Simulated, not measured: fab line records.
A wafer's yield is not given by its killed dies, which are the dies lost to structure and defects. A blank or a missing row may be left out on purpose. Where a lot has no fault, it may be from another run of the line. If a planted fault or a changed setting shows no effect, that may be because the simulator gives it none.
Matching of chambers | flow nand_harc | NHARC_A_CHANNEL_FILL_D1_CMP_10 on cmp-02: 4 sister chambers
The step polishes, target thk 150 nm. 16 wafers are shown with their chamber, then 8 later ones without.

## EACH WAFER AND ITS CHAMBER
wafer  | chamber | motor_current_A (A) | time_to_endpoint_s (s) | retaining_ring_pressure_frac
L075.1 | 0       | 12.3                | 15.0                   | 1.000
L075.2 | 2       | 11.7                | 13.4                   | 1.007
L075.5 | 3       | 15.1                | 10.7                   | 1.000
L078.3 | 0       | 12.0                | 12.4                   | 0.999
L078.5 | 0       | 11.8                | 14.2                   | 0.994
L078.6 | 3       | 14.7                | 9.9                    | 1.003
L080.3 | 3       | 14.4                | 11.1                   | 0.999
L080.4 | 1       | 11.9                | 17.9                   | 0.999
L080.6 | 0       | 12.8                | 15.5                   | 0.997
L084.1 | 1       | 12.6                | 19.3                   | 1.006
L084.2 | 0       | 12.3                | 12.2                   | 1.001
L084.5 | 1       | 12.2                | 17.7                   | 0.999
L086.1 | 1       | 12.1                | 20.4                   | 1.004
L086.4 | 2       | 11.1                | 15.2                   | 0.994
L086.6 | 0       | 12.0                | 17.1                   | 0.996
L088.4 | 3       | 15.1                | 11.6                   | 1.000

SIGNATURES (means of the wafers above)
reading                      | chamber 0 | chamber 1 | chamber 2 | chamber 3 | scatter within a chamber
motor_current_A              | 12.200    | 12.200    | 11.400    | 14.825    | 0.342
time_to_endpoint_s           | 14.400    | 18.825    | 14.300    | 10.825    | 1.46
retaining_ring_pressure_frac | 0.99783   | 1.00200   | 1.00050   | 1.00050   | 0.00372
Rule: for a wafer and a chamber, the distance is found by dividing, reading by reading, the gap between the wafer's reading and the chamber's mean by the reading's scatter, squaring, summing and taking the root. The wafer belongs to the nearest chamber; if the next one is less than 2 further off, it can't be placed. The scatter: take each reading less its chamber's mean, square it, sum over the shown wafers, divide by the number of wafers less the number of chambers, and take the root.

## WAFERS WITHOUT THEIR CHAMBER
wafer  | motor_current_A (A) | time_to_endpoint_s (s) | retaining_ring_pressure_frac
L088.5 | 15.4                | 14.8                   | 1.002
L088.6 | 12.1                | 16.6                   | 0.997
L091.1 | 10.7                | 15.8                   | 0.991
L091.4 | 14.9                | 16.0                   | 1.003
L091.5 | 12.3                | 16.4                   | 1.005
L096.1 | 12.1                | 14.1                   | 1.002
L096.2 | 11.6                | 14.4                   | 0.998
L096.5 | 11.9                | 16.4                   | 1.013

## THE CHAMBER EACH PASSED THROUGH
wafer  | from the rows above          | in truth
L088.5 | 3                            | 3
L088.6 | can't be placed: 0 or 1 or 2 | 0
L091.1 | can't be placed: 2 or 0      | 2
L091.4 | 3                            | 3
L091.5 | can't be placed: 1 or 0 or 2 | 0
L096.1 | can't be placed: 0 or 2      | 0
L096.2 | can't be placed: 2 or 0      | 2
L096.5 | can't be placed: 1 or 2 or 0 | 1
Placed correctly: 2 of 8. Not placeable from these rows: 6 (in 6, the candidates include the true chamber). Wrongly placed: 0.
